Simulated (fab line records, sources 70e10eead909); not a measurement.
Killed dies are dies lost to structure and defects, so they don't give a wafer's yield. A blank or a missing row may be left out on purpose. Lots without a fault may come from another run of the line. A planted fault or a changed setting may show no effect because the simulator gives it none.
Chamber matching | flow nand_harc | NHARC_A_BLC_CMP_25 on cmp-02: 4 sister chambers
The step polishes, t overpolish 30 s, target thk 150 nm. 14 wafers are shown with their chamber, then 7 later ones without.

WAFERS WITH THEIR CHAMBER
wafer  | chamber | motor_current_A (A) | time_to_endpoint_s (s) | overpolish_run_s (s)
L075.1 | 1       | 11.7                | 31                     | 30.008
L075.4 | 3       | 10.5                | 26                     | 30.002
L075.6 | 2       | 13.1                | 27                     | 30.022
L077.4 | 0       | 10.4                | 34                     | 30.013
L077.5 | 2       | 13.1                | 26                     | 29.993
L077.6 | 3       | 10.6                | 26                     | 30.003
L081.1 | 2       | 12.9                | 28                     | 29.990
L081.3 | 3       | 10.9                | 27                     | 30.009
L081.6 | 0       | 11.2                | 33                     | 29.998
L084.4 | 2       | 13.6                | 29                     | 30.000
L084.5 | 0       | 11.0                | 33                     | 30.001
L084.6 | 3       | 10.3                | 27                     | 29.990
L087.2 | 0       | 10.3                | 32                     | 29.999
L087.3 | 3       | 10.6                | 22                     | 30.010

SIGNATURES (means of the wafers above)
reading            | chamber 0 | chamber 1 | chamber 2 | chamber 3 | scatter within a chamber
motor_current_A    | 10.725    | 11.700    | 13.175    | 10.580    | 0.323
time_to_endpoint_s | 33.00     | 31.00     | 27.50     | 25.60     | 1.56
overpolish_run_s   | 30.00275  | 30.00800  | 30.00125  | 30.00280  | 0.0101
Rule: a wafer's distance from a chamber is the root of the sum, over the readings, of the square of ((its reading less the chamber's mean) divided by the reading's scatter). The wafer belongs to the nearest chamber; if the next one is less than 2 further off, it can't be placed. The scatter: the root of (the sum of the squares of (reading less its chamber's mean) over the shown wafers, divided by (wafers less chambers)).

WAFERS WITHOUT THEIR CHAMBER
wafer  | motor_current_A (A) | time_to_endpoint_s (s) | overpolish_run_s (s)
L087.4 | 12.4                | 26                     | 29.983
L087.1 | 11.3                | 33                     | 30.007
L087.5 | 11.0                | 31                     | 29.998
L087.6 | 11.0                | 26                     | 30.008
L097.3 | 13.0                | 30                     | 30.006
L097.4 | 12.2                | 36                     | 29.987
L097.6 | 12.7                | 27                     | 29.997

WHICH CHAMBER EACH WENT THROUGH
wafer  | from the rows above     | in truth
L087.4 | can't be placed: 2 or 1 | 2
L087.1 | can't be placed: 1 or 0 | 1
L087.5 | can't be placed: 0 or 1 | 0
L087.6 | 3                       | 3
L097.3 | 2                       | 2
L097.4 | can't be placed: 1 or 0 | 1
L097.6 | 2                       | 2
Placed correctly: 3 of 7. Can't be placed from these rows: 4 (the true chamber is among the candidates in 4). Placed wrongly: 0.
